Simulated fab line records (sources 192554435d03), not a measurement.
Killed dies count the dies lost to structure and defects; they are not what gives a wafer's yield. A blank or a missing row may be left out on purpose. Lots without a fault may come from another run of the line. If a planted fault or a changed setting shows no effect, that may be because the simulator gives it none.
Split-lot study / flow n5-finfet / route with 1938 steps; 7 lots, 21 wafers read

THE SPLIT ITSELF
At N5_ZERO_LAYER_COAT_05 (resist thk 1000 nm), the setting spin-rpm was moved away from the recipe's 1500 rpm on 10 of the 21 wafers read, by -8.3% to +5.3%. All remaining wafers had this setting at the recipe value.

FROM THE SPLIT TO THE READING: what the file shows between them, 4 steps
- N5_ZERO_LAYER_DEVELOP_10: develop time 60 s (also split here: develop-time-s)
- N5_ZERO_LAYER_HARDBAKE_23: time 120 s
- N5_ZERO_LAYER_DESCUM_16: chemistry O2, time 7.9 s
- N5_ZERO_LAYER_ETCH_17: etches SiO2 in CF4, target depth 12 nm, time 13.3 s

THE READING
coat_of_ZERO_LAYER_COAT_05.thk-nm (the simulator's own value, which no gauge read), in nm, at N5_ZERO_LAYER_ETCH_18 (etches Si in HBr/Cl2, target depth 120 nm, time 40 s). No usual value for it is given in the file. Across the 11 wafers here that went through the recipe, the average is 929.7 nm and the standard deviation 2.4 nm.

wafer=L074.2; tool, chamber at the split=litho-track-04, 0; spin-rpm as run, rpm=1376; against the recipe=-8.3%; coat_of_ZERO_LAYER_COAT_05.thk-nm, nm=977.3; against lot-mates on the recipe=+47.4
wafer=L074.4; tool, chamber at the split=litho-track-04, 0; spin-rpm as run, rpm=1500; against the recipe=recipe; coat_of_ZERO_LAYER_COAT_05.thk-nm, nm=926.6; against lot-mates on the recipe=-
wafer=L074.5; tool, chamber at the split=litho-track-04, 0; spin-rpm as run, rpm=1500; against the recipe=recipe; coat_of_ZERO_LAYER_COAT_05.thk-nm, nm=933.1; against lot-mates on the recipe=-
wafer=L079.1; tool, chamber at the split=litho-track-04, 0; spin-rpm as run, rpm=1500; against the recipe=recipe; coat_of_ZERO_LAYER_COAT_05.thk-nm, nm=931.3; against lot-mates on the recipe=-
wafer=L079.2; tool, chamber at the split=litho-track-04, 0; spin-rpm as run, rpm=1387; against the recipe=-7.5%; coat_of_ZERO_LAYER_COAT_05.thk-nm, nm=972.5; against lot-mates on the recipe=+41.2
wafer=L079.5; tool, chamber at the split=litho-track-04, 0; spin-rpm as run, rpm=1387; against the recipe=-7.5%; coat_of_ZERO_LAYER_COAT_05.thk-nm, nm=968; against lot-mates on the recipe=+36.7
wafer=L084.4; tool, chamber at the split=litho-track-05, 0; spin-rpm as run, rpm=1381; against the recipe=-7.9%; coat_of_ZERO_LAYER_COAT_05.thk-nm, nm=972; against lot-mates on the recipe=no lot-mate on the recipe
wafer=L084.5; tool, chamber at the split=litho-track-05, 0; spin-rpm as run, rpm=1381; against the recipe=-7.9%; coat_of_ZERO_LAYER_COAT_05.thk-nm, nm=972.8; against lot-mates on the recipe=no lot-mate on the recipe
wafer=L084.6; tool, chamber at the split=litho-track-05, 0; spin-rpm as run, rpm=1381; against the recipe=-7.9%; coat_of_ZERO_LAYER_COAT_05.thk-nm, nm=974.2; against lot-mates on the recipe=no lot-mate on the recipe
wafer=L086.4; tool, chamber at the split=litho-track-05, 0; spin-rpm as run, rpm=1500; against the recipe=recipe; coat_of_ZERO_LAYER_COAT_05.thk-nm, nm=928.6; against lot-mates on the recipe=-
wafer=L086.5; tool, chamber at the split=litho-track-05, 0; spin-rpm as run, rpm=1389; against the recipe=-7.4%; coat_of_ZERO_LAYER_COAT_05.thk-nm, nm=969.2; against lot-mates on the recipe=+40.6
wafer=L086.6; tool, chamber at the split=litho-track-05, 0; spin-rpm as run, rpm=1389; against the recipe=-7.4%; coat_of_ZERO_LAYER_COAT_05.thk-nm, nm=965; against lot-mates on the recipe=+36.4
wafer=L089.3; tool, chamber at the split=litho-track-04, 0; spin-rpm as run, rpm=1580; against the recipe=+5.3%; coat_of_ZERO_LAYER_COAT_05.thk-nm, nm=904.8; against lot-mates on the recipe=-27.1
wafer=L089.4; tool, chamber at the split=litho-track-04, 0; spin-rpm as run, rpm=1580; against the recipe=+5.3%; coat_of_ZERO_LAYER_COAT_05.thk-nm, nm=910; against lot-mates on the recipe=-21.9
wafer=L089.6; tool, chamber at the split=litho-track-04, 0; spin-rpm as run, rpm=1500; against the recipe=recipe; coat_of_ZERO_LAYER_COAT_05.thk-nm, nm=931.9; against lot-mates on the recipe=-
wafer=L093.1; tool, chamber at the split=litho-track-04, 0; spin-rpm as run, rpm=1500; against the recipe=recipe; coat_of_ZERO_LAYER_COAT_05.thk-nm, nm=929.9; against lot-mates on the recipe=-
wafer=L093.4; tool, chamber at the split=litho-track-04, 0; spin-rpm as run, rpm=1500; against the recipe=recipe; coat_of_ZERO_LAYER_COAT_05.thk-nm, nm=930.4; against lot-mates on the recipe=-
wafer=L093.5; tool, chamber at the split=litho-track-04, 0; spin-rpm as run, rpm=1500; against the recipe=recipe; coat_of_ZERO_LAYER_COAT_05.thk-nm, nm=932.6; against lot-mates on the recipe=-
wafer=L096.1; tool, chamber at the split=litho-track-04, 0; spin-rpm as run, rpm=1500; against the recipe=recipe; coat_of_ZERO_LAYER_COAT_05.thk-nm, nm=928.4; against lot-mates on the recipe=-
wafer=L096.2; tool, chamber at the split=litho-track-04, 0; spin-rpm as run, rpm=1500; against the recipe=recipe; coat_of_ZERO_LAYER_COAT_05.thk-nm, nm=929.2; against lot-mates on the recipe=-
wafer=L096.6; tool, chamber at the split=litho-track-04, 0; spin-rpm as run, rpm=1500; against the recipe=recipe; coat_of_ZERO_LAYER_COAT_05.thk-nm, nm=925; against lot-mates on the recipe=-

THE FIT
A straight line over all 21 wafers: coat_of_ZERO_LAYER_COAT_05.thk-nm changes by -5.15 nm for each +1% of spin-rpm; r = -0.99; the points scatter about the line by 3 nm.
The same after taking each lot's own level away (the mean of its wafers on the recipe; 18 wafers): -5.15 nm for each +1%; r = -0.99; scatter 2.5 nm.
According to that fit, moving spin-rpm by its largest amount changes the reading by 43 nm.
Measured against the standard deviation above, the lots' own levels, which go from 927.53 to 931.90 nm, span 1.8 times it.
Consequently the slope shifts little with the lot-to-lot level, the two slopes agreeing.
Check: with one of the wafers moved furthest among these (-8.3%) left out of the fit, the line predicts +42.1 nm for it against its lot-mates. It came out at +47.4 nm against them.

THESE WAFERS: OTHER SPLITS
These wafers also went through other splits before the reading. Each is held against what the fit with the lots' levels taken away leaves over:
other split on the same wafers=N5_ZERO_LAYER_DEVELOP_10 develop-time-s; wafers away from the commonest value=4; r with coat_of_ZERO_LAYER_COAT_05.thk-nm (lot level and that fit taken away)=+0.35

THE WHOLE CHAIN: every reading that the file lists as answering this split, in the file's order
step=N5_ZERO_LAYER_COAT_05; what it does=resist thk 1000 nm; reading=coat_of_ZERO_LAYER_COAT_05.thk-nm (the simulator's own value, which no gauge read); change (the file's fit)=-5.23 nm for each +1% of the setting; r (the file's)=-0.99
step=N5_ZERO_LAYER_ETCH_18; what it does=etches Si in HBr/Cl2, target depth 120 nm, time 40 s; reading=coat_of_ZERO_LAYER_COAT_05.thk-nm (the simulator's own value, which no gauge read); change (the file's fit)=-5.29 nm for each +1% of the setting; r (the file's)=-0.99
step=N5_ZERO_LAYER_STRIP_24; what it does=strips in O2; reading=strip-time-to-endpoint-s; change (the file's fit)=withheld for each +1% of the setting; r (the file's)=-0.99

FILE'S OWN FIT
coat_of_ZERO_LAYER_COAT_05.thk-nm changes by -5.29 nm for each +1% of spin-rpm, r = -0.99.
